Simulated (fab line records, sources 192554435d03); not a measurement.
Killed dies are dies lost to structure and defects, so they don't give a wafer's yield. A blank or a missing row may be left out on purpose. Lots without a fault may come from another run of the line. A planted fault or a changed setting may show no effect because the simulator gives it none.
fab line records | flow n5_finfet
record lots=15 wafers=44 last_day=19
route steps=1938 shown BEOL_M0@716 BEOL_M4@1111
lots that met no fault: from a run of the same line without faults
start_h: hours from the record's first day to the start of the lot's first wafer shown | wait_h: hours since the lot's step before | " the same as in the row above | L1.1+2: a row that stands for several wafers | - no value, or no start given | * or withheld: withheld | < > ~ a bound
route shown NAME@n: a module of which the file shows steps, and the number in the route of the first | usual: mean/standard deviation of fault-free wafers | same: alike in all rows | chamber/n: place in a boat | sites: the reading at each site | _std_site: their standard deviation | _edge_site: outer sites' mean less inner sites' | radius_mm: how far each site lies from the wafer's centre | mask NAME#n: copy n | behind: the tool/chamber that last shaped the wafer | hold: why the lot was held/for how many hours/how that ended | device: the transistor (n, p or np) that didn't switch | end of line: the same wafers' tests at the end of the route | a step without rows: its recipe alone | killed: dies lost to structure and defects at the first sort, not the wafer's yield | map: a wafer's dies, x killed, . not, _ none there
set.NAME: the setting as run; set.NAME@STEP: as run at that earlier step | model.NAME: the simulator's own value behind a step, which no gauge read
steps of the route over a sample of lots; a table a step, a row a wafer
services: from which hour (start_h, from the record's first day; less than 0 if before it) a tool's chamber was out of use, for how many hours, and why
## steps
# step N5_BEOL_M0_HM_OPEN_105
# recipe chemistry=Cl2/BCl3 target_depth_a=120 target=TiN ion_energy_ev=150 pressure_mtorr=10 icp_w=1000 bias_w=126 Cl2_flow_sccm=53.25 bcl3_flow_sccm=21.75 Ar_flow_sccm=25
# usual drypump_motor_current_A=5.6/0.36 oes_product_au=0.78/0.15 throttle_valve_pct=22.12/0.13
# columns lot.wafer tool chamber start_h wait_h drypump_motor_current_A oes_product_au rf_hours_counter_h throttle_valve_pct
L730.1 rie_metal-01 0 126.72 9.4 6.1 0.97 3 22.20
L730.4 " 1 " " 5.1 0.92 - 22.18
L730.6 " 0 " " 6.0 0.97 - 22.22
L734.1 rie_metal-02 0 142.31 0.6 5.4 0.66 94 21.97
L734.2 " 0 " " 5.4 0.65 - 21.97
L734.4 " 0 " " 5.4 0.66 - 21.96
L735.1 rie_metal-02 0 145.76 0.1 5.4 0.66 94 21.97
L735.4 " 0 " " 5.4 0.66 - 21.97
L735.6 " 0 " " 5.4 0.66 - 21.97
L736.2 rie_metal-01 1 150.45 0.8 5.1 0.91 10 22.20
L736.3 " 0 " " 6.0 0.96 - 22.20
L736.4 " 1 " " 5.1 0.91 - 22.22
L737.3 rie_metal-02 0 156.34 0.3 5.4 0.65 - 21.97
L737.4 " 0 " " 5.4 0.65 - 21.98
L737.6 " 0 " " 5.4 0.65 - 21.98
L738.3 rie_metal-01 0 164.34 1.1 6.1 0.95 - 22.22
L738.4 " 1 " " 5.1 0.91 - 22.20
L738.6 " 0 " " 6.1 0.95 - 22.22
L739.2 rie_metal-01 1 169.60 1.5 5.1 0.90 12 22.22
L739.5 " 1 " " 5.1 0.91 - 22.23
L739.6 " 0 " " 6.1 0.94 - 22.25
L741.2 rie_metal-03 1 184.09 1.8 5.3 0.61 116 21.93
L741.4 " 1 " " 5.3 0.61 - 21.93
L742.1 rie_metal-02 1 187.05 1.9 5.7 0.95 1 22.09
L742.2 " 0 " " 5.4 0.65 99 22.00
L742.3 " 0 " " 5.4 0.65 - 22.01
L744.1 rie_metal-01 1 195.71 1.0 5.1 0.89 13 22.21
L744.4 " 1 " " 5.1 0.88 - 22.22
L744.5 " 1 " " 5.1 0.89 - 22.22
L732.2 rie_metal-01 1 237.22 3.4 5.1 0.88 17 22.22
L732.3 " 0 " " 6.1 0.93 - 22.22
L732.5 " 0 " " 6.1 0.92 - 22.23
L750.4 rie_metal-01 1 240.07 2.2 5.1 0.87 - 22.22
L750.5 " 0 " " 6.1 0.92 - 22.22
L750.6 " 1 " " 5.1 0.87 - 22.22
L751.1 rie_metal-02 0 247.44 0.1 5.4 0.64 105 22.02
L751.3 " 0 " " 5.4 0.64 - 22.00
L751.6 " 1 " " 5.7 0.90 - 22.10
L753.1 rie_metal-02 1 263.09 12.2 5.7 0.90 8 22.12
L753.3 " 1 " " 5.7 0.89 - 22.12
L753.6 " 1 " " 5.7 0.90 - 22.13
L752.1 rie_metal-03 0 263.40 8.0 6.1 0.63 117 22.23
L752.3 " 1 " " 5.3 0.60 - 21.94
L752.4 " 0 " " 6.1 0.64 - 22.26
# step N5_BEOL_M0_ETCH_128
# recipe chemistry=CF4/N2 target_depth_a=120 overetch_a=51 target=SiCN time_s=21.4 ion_energy_ev=150 pressure_mtorr=40 source_w=430 bias_w=70 Ar_flow_sccm=100 cf4_flow_sccm=60 n2_flow_sccm=60
# usual drypump_motor_current_A=5.6/0.35 oes_product_au=0.53/0.045 rf_vpp_V=383.0/1.4 showerhead_plenum_p_Torr=2.23/0.054 throttle_valve_pct=15.51/0.27
# columns lot.wafer tool chamber start_h wait_h drypump_motor_current_A oes_product_au rf_hours_counter_h rf_vpp_V showerhead_plenum_p_Torr throttle_valve_pct
L730.1 rie_diel-03 0 127.04 0.0 5.3 0.47 230 382.9 2.26 15.86
L730.4 " 1 " " 5.8 0.56 98 381.2 2.22 15.29
L730.6 " 3 " " 5.1 0.51 - 381.9 2.22 15.46
L734.1 rie_diel-01 0 142.95 0.0 5.7 0.60 45 387.0 2.33 15.02
L734.2 " 3 " " 5.5 0.62 27 381.5 2.17 15.03
L734.4 " 1 " " 5.5 0.54 162 384.4 2.30 15.62
L735.1 rie_diel-01 2 147.07 0.6 5.7 0.47 220 383.3 2.27 15.81
L735.4 " 0 " " 5.7 0.61 47 385.7 2.33 15.02
L735.6 " 0 " " 5.7 0.60 - 385.1 2.33 15.02
L736.2 rie_diel-06 1 150.77 0.0 5.6 0.50 219 382.8 2.26 15.80
L736.3 " 3 " " 5.2 0.51 171 383.3 2.30 15.88
L736.4 " 3 " " 5.1 0.51 - 384.8 2.30 15.89
L737.3 rie_diel-03 2 156.87 0.0 6.3 0.51 196 382.1 2.18 15.51
L737.4 " 0 " " 5.3 0.47 240 384.0 2.26 15.88
L737.6 " 2 " " 6.3 0.50 - 382.7 2.18 15.51
L738.3 rie_diel-06 1 164.70 0.0 5.6 0.48 223 383.7 2.26 15.83
L738.4 " 3 " " 5.1 0.49 176 383.6 2.30 15.89
L738.6 " 3 " " 5.1 0.49 - 384.1 2.30 15.88
L739.2 rie_diel-01 2 169.95 0.0 5.6 0.48 228 385.3 2.27 15.81
L739.5 " 1 " " 5.5 0.53 - 383.9 2.30 15.65
L739.6 " 2 " " 5.7 0.48 - 385.0 2.27 15.80
L741.2 rie_diel-06 0 184.51 0.0 5.9 0.56 77 380.9 2.14 15.20
L741.4 " 3 " " 5.1 0.50 182 383.8 2.30 15.90
L742.1 rie_diel-03 0 187.61 0.3 5.3 0.47 248 383.6 2.26 15.91
L742.2 " 2 " " 6.3 0.50 207 382.9 2.18 15.55
L742.3 " 3 " " 5.1 0.50 165 383.0 2.21 15.49
L744.1 rie_diel-06 0 196.02 0.0 5.9 0.55 80 380.2 2.14 15.22
L744.4 " 1 " " 5.6 0.49 233 382.9 2.25 15.83
L744.5 " 3 " " 5.1 0.49 - 383.8 2.30 15.90
L732.2 rie_diel-03 1 237.56 0.0 5.8 0.52 139 383.8 2.21 15.38
L732.3 " 0 " " 5.3 0.62 13 382.4 2.25 15.43
L732.5 " 3 " " 5.1 0.49 - 383.0 2.20 15.53
L750.4 rie_diel-03 2 242.07 1.4 6.3 0.49 228 380.6 2.17 15.56
L750.5 " 2 " " 6.3 0.48 - 383.0 2.17 15.57
L750.6 " 3 " " 5.1 0.50 - 382.4 2.20 15.54
L751.1 rie_diel-06 3 247.81 0.0 5.1 0.49 199 385.7 2.29 15.92
L751.3 " 1 " " 5.6 0.48 246 382.9 2.25 15.86
L751.6 " 3 " " 5.1 0.49 - 383.2 2.29 15.94
L753.1 rie_diel-03 3 263.40 0.0 5.1 0.48 193 382.8 2.20 15.56
L753.3 " 1 " " 5.8 0.51 148 381.3 2.21 15.39
L753.6 " 0 " " 5.3 0.61 - 383.1 2.25 15.44
L752.1 rie_diel-01 2 263.74 0.1 5.7 0.65 1 383.3 2.26 15.32
L752.3 " 0 " " 5.7 0.55 92 383.9 2.31 15.09
L752.4 " 1 " " 5.5 0.49 210 385.1 2.28 15.72
# step N5_BEOL_M0_TRENCH_ETCH_107
# recipe chemistry=C4F6/O2 target_depth_a=328 target=SiOC time_s=16.4 ion_energy_ev=250 pressure_mtorr=30 source_w=355 bias_w=185 Ar_flow_sccm=300 C4F6_flow_sccm=10 O2_flow_sccm=10
# usual drypump_motor_current_A=5.6/0.35 oes_product_au=0.76/0.07 rf_vpp_V=665/13 showerhead_plenum_p_Torr=2.88/0.071 throttle_valve_pct=20.9/0.3
# columns lot.wafer tool chamber start_h wait_h drypump_motor_current_A oes_product_au rf_hours_counter_h rf_vpp_V showerhead_plenum_p_Torr throttle_valve_pct
L730.1 rie_diel-03 0 127.08 0.0 5.3 0.69 230 668 2.95 21.4
L730.4 " 1 " " 5.8 0.79 98 685 2.86 20.7
L730.6 " 3 " " 5.1 0.75 - 660 2.85 20.8
L734.1 rie_diel-01 0 143.00 0.0 5.7 0.87 45 666 3.00 20.4
L734.2 " 3 " " 5.5 0.90 27 666 2.80 20.6
L734.4 " 1 " " 5.5 0.78 162 669 2.95 21.0
L735.1 rie_diel-01 2 147.12 0.0 5.7 0.68 220 678 2.93 21.2
L735.4 " 0 " " 5.7 0.86 47 666 2.99 20.4
L735.6 " 0 " " 5.8 0.86 - 664 2.99 20.4
L736.2 rie_diel-06 1 150.81 0.0 5.6 0.72 219 651 2.91 21.2
L736.3 " 3 " " 5.1 0.72 171 632 2.98 21.4
L736.4 " 3 " " 5.1 0.72 - 634 2.98 21.4
L737.3 rie_diel-03 2 156.91 0.0 6.3 0.72 196 669 2.82 20.8
L737.4 " 0 " " 5.3 0.68 240 669 2.95 21.5
L737.6 " 2 " " 6.3 0.71 - 671 2.82 20.8
L738.3 rie_diel-06 1 164.74 0.0 5.7 0.71 223 648 2.91 21.2
L738.4 " 3 " " 5.1 0.71 176 632 2.97 21.4
L738.6 " 3 " " 5.1 0.71 - 633 2.98 21.4
L739.2 rie_diel-01 2 169.99 0.0 5.7 0.68 228 678 2.93 21.2
L739.5 " 1 " " 5.5 0.76 - 667 2.95 21.0
L739.6 " 2 " " 5.7 0.68 - 679 2.92 21.3
L741.2 rie_diel-06 0 184.55 0.0 5.9 0.83 77 651 2.75 20.6
L741.4 " 3 " " 5.1 0.72 182 633 2.97 21.4
L742.1 rie_diel-03 0 187.65 0.0 5.3 0.68 248 668 2.94 21.5
L742.2 " 2 " " 6.3 0.71 207 670 2.81 20.9
L742.3 " 3 " " 5.1 0.73 165 660 2.84 20.9
L744.1 rie_diel-06 0 196.06 0.0 5.9 0.84 80 652 2.75 20.6
L744.4 " 1 " " 5.7 0.70 233 650 2.91 21.2
L744.5 " 3 " " 5.1 0.70 - 633 2.97 21.4
L732.2 rie_diel-03 1 237.60 0.0 5.7 0.76 139 684 2.84 20.7
L732.3 " 0 " " 5.3 0.90 13 668 2.93 21.1
L732.5 " 3 " " 5.1 0.71 - 661 2.83 20.9
L750.4 rie_diel-03 2 242.11 0.0 6.3 0.68 228 670 2.80 20.9
L750.5 " 2 " " 6.3 0.69 - 669 2.80 20.9
L750.6 " 3 " " 5.1 0.71 - 660 2.83 20.9
L751.1 rie_diel-06 3 247.85 0.0 5.1 0.71 199 634 2.96 21.5
L751.3 " 1 " " 5.7 0.70 246 650 2.90 21.2
L751.6 " 3 " " 5.1 0.70 - 635 2.96 21.5
L753.1 rie_diel-03 3 263.45 0.0 5.1 0.70 193 661 2.83 20.9
L753.3 " 1 " " 5.8 0.75 148 684 2.84 20.7
L753.6 " 0 " " 5.3 0.88 - 669 2.93 21.1
L752.1 rie_diel-01 2 263.78 0.0 5.7 0.97 1 677 2.91 20.8
L752.3 " 0 " " 5.7 0.81 92 666 2.97 20.4
L752.4 " 1 " " 5.5 0.73 210 668 2.93 21.0
# step N5_BEOL_M0_CVD_115
# recipe material=Co target_thk_a=* temp_c=withheld precursor=CCTBA/H2 pressure_torr=30 time_s=120
# usual run_length_s=143.2/0.62
# columns lot.wafer tool chamber start_h wait_h run_length_s
L730.1 cvd_co-02 2 128.54 0.2 143.6
L730.4 " 2 " " 144.1
L730.6 " 1 " " 142.2
L734.1 cvd_co-02 2 143.78 0.0 143.6
L734.2 " 1 " " 142.6
L734.4 " 1 " " 142.6
L735.1 cvd_co-02 1 149.81 0.1 142.2
L735.4 " 0 " " 143.5
L735.6 " 1 " " 142.3
L736.2 cvd_co-01 2 152.58 0.3 142.7
L736.3 " 0 " " 143.1
L736.4 " 0 " " 143.0
L737.3 cvd_co-02 1 159.34 0.3 142.6
L737.4 " 0 " " 143.5
L737.6 " 2 " " 144.0
L738.3 cvd_co-01 2 166.40 0.4 142.8
L738.4 " 1 " " 142.5
L738.6 " 0 " " 142.9
L739.2 cvd_co-02 2 171.17 0.0 144.1
L739.5 " 2 " " 143.7
L739.6 " 1 " " 142.3
L741.2 cvd_co-02 0 187.01 0.1 72.4
L741.4 " 1 " " 143.1
L742.1 cvd_co-02 0 189.46 0.3 143.6
L742.2 " 2 " " 72.4
L742.3 " 1 " " 142.4
L744.1 cvd_co-02 1 197.80 0.0 142.3
L744.4 " 2 " " 143.8
L744.5 " 1 " " 71.2
L732.2 cvd_co-01 2 240.61 0.1 142.6
L732.3 " 0 " " 143.0
L732.5 " 1 " " 142.6
L750.4 cvd_co-01 2 244.90 0.1 143.1
L750.5 " 1 " " 142.3
L750.6 " 0 " " 143.0
L751.1 cvd_co-01 1 249.39 0.1 143.2
L751.3 " 0 " " 143.1
L751.6 " 1 " " 142.4
L753.1 cvd_co-02 0 264.68 0.0 143.7
L753.3 " 2 " " 144.0
L753.6 " 1 " " 142.5
L752.1 cvd_co-01 0 264.71 0.0 143.2
L752.3 " 2 " " 143.3
L752.4 " 2 " " 143.2
# step N5_BEOL_M4_RC_MEAS_101
# usual DIBL_N=36.1/1.6 DIBL_P=35.7/1.8 IOFF_N=0.159/0.027 IOFF_P=0.21/0.03 ION_N=673/10 ION_P=462/7.4 SS_N=71.4/0.56 SS_P=73.2/0.61 VT_N=249.7/3 VT_P=-250/3.1
# columns lot.wafer tool chamber start_h wait_h DIBL_N[mV/V] DIBL_P[mV/V] IOFF_N[nA/um] IOFF_P[nA/um] ION_N[uA/um] ION_P[uA/um] SS_N[mV/dec] SS_P[mV/dec] VT_N[mV] VT_P[mV]
L730.1 prober-01 0 166.24 0.0 33.2 33.2 0.118 0.19 664 460 70.7 72.6 253.6 -248
L730.4 " 0 " " 34.0 35.0 0.134 0.22 661 466 71.5 73.1 251.4 -249
L730.6 " 0 " " 32.9 32.9 0.122 0.19 661 459 71.3 72.2 250.9 -250
L734.1 prober-02 0 185.16 0.0 37.9 37.4 0.156 0.19 664 448 71.6 73.6 252.5 -253
L734.2 " 0 " " 36.6 35.8 0.136 0.18 662 451 71.7 73.1 253.1 -254
L734.4 " 0 " " 39.2 38.7 0.189 0.24 678 458 72.0 73.8 248.9 -251
L735.1 prober-02 0 191.87 0.0 36.4 34.9 0.162 0.20 671 463 71.4 72.7 250.1 -250
L735.4 " 0 " " 37.0 35.9 0.170 0.22 678 467 71.6 73.7 246.8 -248
L735.6 " 0 " " 36.4 35.9 0.167 0.23 676 469 71.2 73.8 247.0 -247
L736.2 prober-02 0 198.93 0.2 36.3 36.8 0.176 0.18 673 447 72.0 73.6 248.2 -254
L736.3 " 0 " " 36.4 36.8 0.164 0.18 676 449 72.0 73.6 250.7 -252
L736.4 " 0 " " 36.9 38.2 0.171 0.22 683 455 72.6 73.5 250.2 -252
L737.3 prober-01 0 199.57 0.6 38.1 35.7 0.166 0.20 666 453 71.7 73.3 248.8 -252
L737.4 " 0 " " 35.9 33.7 0.131 0.18 671 460 71.0 72.3 252.3 -249
L737.6 " 0 " " 37.8 36.1 0.174 0.21 684 466 72.0 73.2 247.9 -250
L738.3 prober-01 0 210.14 0.3 35.6 34.9 0.137 0.18 654 451 71.5 72.7 255.4 -251
L738.4 " 0 " " 36.1 36.6 0.155 0.22 670 462 70.7 72.8 249.0 -249
L738.6 " 0 " " 34.8 35.5 0.139 0.20 670 466 70.8 73.3 249.9 -250
L739.2 prober-02 0 220.88 0.2 35.7 35.6 0.161 0.20 671 455 71.8 72.6 251.7 -250
L739.5 " 0 " " 33.3 33.7 0.131 0.17 672 459 70.0 72.1 255.0 -253
L739.6 " 0 " " 36.9 36.3 0.187 0.21 679 455 71.9 73.8 249.4 -249
L741.2 prober-02 0 233.49 0.2 35.6 36.0 0.159 0.20 684 463 71.0 73.1 247.0 -251
L741.4 " 0 " " 35.1 35.4 0.149 0.19 673 459 71.8 72.8 249.9 -251
L742.1 prober-01 0 237.41 0.0 38.7 37.3 0.185 0.24 683 466 71.8 73.4 248.5 -250
L742.2 " 0 " " 37.7 36.7 0.170 0.22 676 463 71.8 74.3 249.2 -248
L742.3 " 0 " " 36.6 34.5 0.151 0.19 654 450 71.3 73.6 253.6 -251
L744.1 prober-02 0 252.43 0.0 35.3 35.3 0.144 0.19 664 458 70.8 73.9 253.9 -252
L744.4 " 0 " " 33.6 33.2 0.117 0.18 641 453 71.1 72.3 256.6 -251
L744.5 " 0 " " 34.6 35.1 0.140 0.19 662 454 71.1 74.0 250.2 -251
L750.4 prober-01 0 305.14 0.5 34.9 34.5 0.122 0.17 666 455 71.1 73.3 253.6 -252
L750.5 " 0 " " 35.7 36.9 0.148 0.21 683 467 70.8 73.6 250.6 -250
L750.6 " 0 " " 36.4 37.7 0.163 0.21 683 465 71.6 73.8 250.1 -251
L732.2 prober-02 0 307.72 0.2 35.2 36.1 0.172 0.23 691 479 71.9 73.7 247.3 -247
L732.3 " 0 " " 34.6 35.4 0.143 0.23 664 471 71.3 73.3 251.2 -246
L732.5 " 0 " " 35.8 36.3 0.170 0.24 680 468 71.6 74.1 250.4 -246
L751.1 prober-01 0 309.25 0.0 37.1 36.8 0.195 0.23 678 461 71.9 72.9 247.2 -250
L751.3 " 0 " " 35.3 34.9 0.147 0.19 672 457 71.5 72.3 251.9 -253
L751.6 " 0 " " 36.2 36.0 0.178 0.22 677 463 72.2 72.4 249.4 -250
L753.1 prober-02 0 328.91 0.0 34.9 33.0 0.124 0.19 667 465 70.6 72.9 250.1 -249
L753.3 " 0 " " 40.0 39.2 0.210 0.30 684 473 71.4 75.1 246.3 -246
L753.6 " 0 " " 37.2 35.1 0.147 0.23 675 478 70.6 73.6 249.8 -248
L752.1 prober-01 0 341.71 0.0 35.2 34.8 0.156 0.22 662 460 71.1 73.1 247.2 -244
L752.3 " 0 " " 34.7 33.7 0.139 0.20 670 468 70.9 72.1 251.6 -245
L752.4 " 0 " " 36.7 36.9 0.201 0.26 694 482 71.0 73.1 243.3 -242
## services
# columns tool chamber start_h hours kind
rie_diel-01 3 105.08 9.1 repair
rie_diel-01 0 113.19 5.2 repair
rie_diel-06 2 113.32 8.0 repair
rie_metal-03 - 128.72 0.1 repair
rie_diel-06 2 144.85 12.2 repair
rie_metal-03 1 166.29 4.0 repair
rie_diel-03 0 170.10 5.9 repair
rie_metal-01 - 177.14 4.5 repair
rie_diel-03 0 190.51 - clean
rie_diel-03 0 190.51 - consumable_replace:focus_ring
rie_diel-03 0 190.51 12.7 scheduled_down
rie_diel-03 0 190.51 12.7 vent_cycle
rie_metal-01 - 197.18 2.8 pm
rie_diel-01 0 198.22 3.0 repair
cvd_co-01 1 209.51 7.7 repair
cvd_co-01 - 228.38 6.9 pm
rie_diel-06 - 232.17 14.6 pm
rie_diel-01 2 232.53 - clean
rie_diel-01 2 232.53 - consumable_replace:focus_ring
rie_diel-01 2 232.53 27.3 scheduled_down
rie_diel-01 2 232.53 27.3 vent_cycle
cvd_co-01 - 253.77 3.2 repair
cvd_co-02 - 259.45 4.3 pm
rie_diel-03 2 263.59 3.8 repair
## key
first_sign step=N5_BEOL_M0_CVD_115 reading=run_length_s direction=down sigmas=99+ usual=* struck=*
effect none on later readings
met_at N5_BEOL_M0_CVD_115
struck_lots L741,L742,L744
struck_wafers L741.2,L742.2,L744.5
sort_left_out L741.2,L742.2,L744.5
not_acting_at N5_BEOL_M0_HM_OPEN_105,N5_BEOL_M0_ETCH_128,N5_BEOL_M0_TRENCH_ETCH_107
onset_between 171.17 187.01
fault kind=process_parameter_drift tool=cvd_co-02 chamber=- onset_h=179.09 steps=N5_BEOL_M0_CVD_115 channel=time_s offset=* shape=step end_h=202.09 scope=struck_wafers_only acts_in=* stated=*
# sort_left_out: the simulated sort isn't trusted on such a fault, so these wafers' sort isn't shown, and their yield isn't known
